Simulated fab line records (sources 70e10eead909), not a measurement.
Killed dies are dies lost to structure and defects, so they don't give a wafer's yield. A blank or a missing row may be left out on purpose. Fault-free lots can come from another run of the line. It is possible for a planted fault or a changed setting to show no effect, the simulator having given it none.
Chamber matching / flow nand_harc / 4 sister chambers for NHARC_A_SGD_CUT_CMP_21 on cmp-01
The step polishes, target thk 148.19 nm. 16 wafers are shown with their chamber, then 8 later ones without.

== WAFERS PAIRED WITH THEIR CHAMBERS ==
wafer=L075.1; chamber=1; motor_current_A (A)=13.0; time_to_endpoint_s (s)=51.3; slurry_flow_ml_min=150.1
wafer=L075.4; chamber=2; motor_current_A (A)=11.0; time_to_endpoint_s (s)=54.9; slurry_flow_ml_min=150.7
wafer=L075.6; chamber=0; motor_current_A (A)=12.7; time_to_endpoint_s (s)=52.8; slurry_flow_ml_min=150.1
wafer=L078.1; chamber=0; motor_current_A (A)=12.2; time_to_endpoint_s (s)=49.4; slurry_flow_ml_min=150.2
wafer=L078.2; chamber=2; motor_current_A (A)=10.4; time_to_endpoint_s (s)=55.0; slurry_flow_ml_min=149.8
wafer=L078.6; chamber=3; motor_current_A (A)=13.2; time_to_endpoint_s (s)=55.1; slurry_flow_ml_min=149.4
wafer=L079.2; chamber=1; motor_current_A (A)=12.8; time_to_endpoint_s (s)=49.2; slurry_flow_ml_min=150.2
wafer=L079.5; chamber=1; motor_current_A (A)=13.2; time_to_endpoint_s (s)=48.9; slurry_flow_ml_min=149.9
wafer=L079.6; chamber=2; motor_current_A (A)=10.8; time_to_endpoint_s (s)=52.6; slurry_flow_ml_min=150.5
wafer=L083.1; chamber=3; motor_current_A (A)=13.7; time_to_endpoint_s (s)=52.7; slurry_flow_ml_min=149.2
wafer=L083.2; chamber=1; motor_current_A (A)=12.3; time_to_endpoint_s (s)=52.1; slurry_flow_ml_min=150.1
wafer=L083.4; chamber=0; motor_current_A (A)=12.6; time_to_endpoint_s (s)=49.9; slurry_flow_ml_min=150.0
wafer=L084.1; chamber=2; motor_current_A (A)=11.4; time_to_endpoint_s (s)=53.5; slurry_flow_ml_min=150.0
wafer=L084.4; chamber=1; motor_current_A (A)=13.3; time_to_endpoint_s (s)=52.4; slurry_flow_ml_min=149.5
wafer=L084.6; chamber=3; motor_current_A (A)=13.4; time_to_endpoint_s (s)=51.9; slurry_flow_ml_min=150.9
wafer=L085.1; chamber=3; motor_current_A (A)=12.7; time_to_endpoint_s (s)=52.8; slurry_flow_ml_min=149.8

SIGNATURES, as means of the wafers listed above
reading=motor_current_A; chamber 0=12.500; chamber 1=12.920; chamber 2=10.900; chamber 3=13.250; scatter within a chamber=0.389
reading=time_to_endpoint_s; chamber 0=50.700; chamber 1=50.780; chamber 2=54.000; chamber 3=53.125; scatter within a chamber=1.5
reading=slurry_flow_ml_min; chamber 0=150.100; chamber 1=149.960; chamber 2=150.250; chamber 3=149.825; scatter within a chamber=0.465
Rule: for a wafer and a chamber, the distance is found by dividing, reading by reading, the gap between the wafer's reading and the chamber's mean by the reading's scatter, squaring, summing and taking the root. If the next closest chamber is less than 2 further off than the closest, the wafer can't be placed; otherwise it belongs to the closest. The scatter: the root of (the sum of the squares of (reading less its chamber's mean) over the shown wafers, divided by (wafers less chambers)).

== WAFERS MISSING THEIR CHAMBER ==
wafer=L085.2; motor_current_A (A)=10.6; time_to_endpoint_s (s)=50.5; slurry_flow_ml_min=150.0
wafer=L085.5; motor_current_A (A)=12.5; time_to_endpoint_s (s)=50.5; slurry_flow_ml_min=149.7
wafer=L088.3; motor_current_A (A)=13.2; time_to_endpoint_s (s)=51.1; slurry_flow_ml_min=151.0
wafer=L088.5; motor_current_A (A)=13.7; time_to_endpoint_s (s)=47.6; slurry_flow_ml_min=149.4
wafer=L088.6; motor_current_A (A)=11.5; time_to_endpoint_s (s)=49.8; slurry_flow_ml_min=150.8
wafer=L096.1; motor_current_A (A)=13.0; time_to_endpoint_s (s)=50.4; slurry_flow_ml_min=150.8
wafer=L096.4; motor_current_A (A)=10.5; time_to_endpoint_s (s)=53.3; slurry_flow_ml_min=149.7
wafer=L096.6; motor_current_A (A)=12.5; time_to_endpoint_s (s)=51.2; slurry_flow_ml_min=149.3

== EACH ONE'S CHAMBER ==
wafer=L085.2; from the rows above=2; in truth=2
wafer=L085.5; from the rows above=can't be placed: 0 or 1 or 3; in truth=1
wafer=L088.3; from the rows above=can't be placed: 1 or 0 or 3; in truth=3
wafer=L088.5; from the rows above=can't be placed: 1 or 3 or 0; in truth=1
wafer=L088.6; from the rows above=can't be placed: 0 or 2 or 1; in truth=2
wafer=L096.1; from the rows above=can't be placed: 1 or 0 or 3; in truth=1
wafer=L096.4; from the rows above=2; in truth=2
wafer=L096.6; from the rows above=can't be placed: 0 or 1 or 3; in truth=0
2 of 8 placed correctly. Cannot be placed on the basis of these rows: 6; the candidates contain the true chamber in 6. 0 placed wrongly.
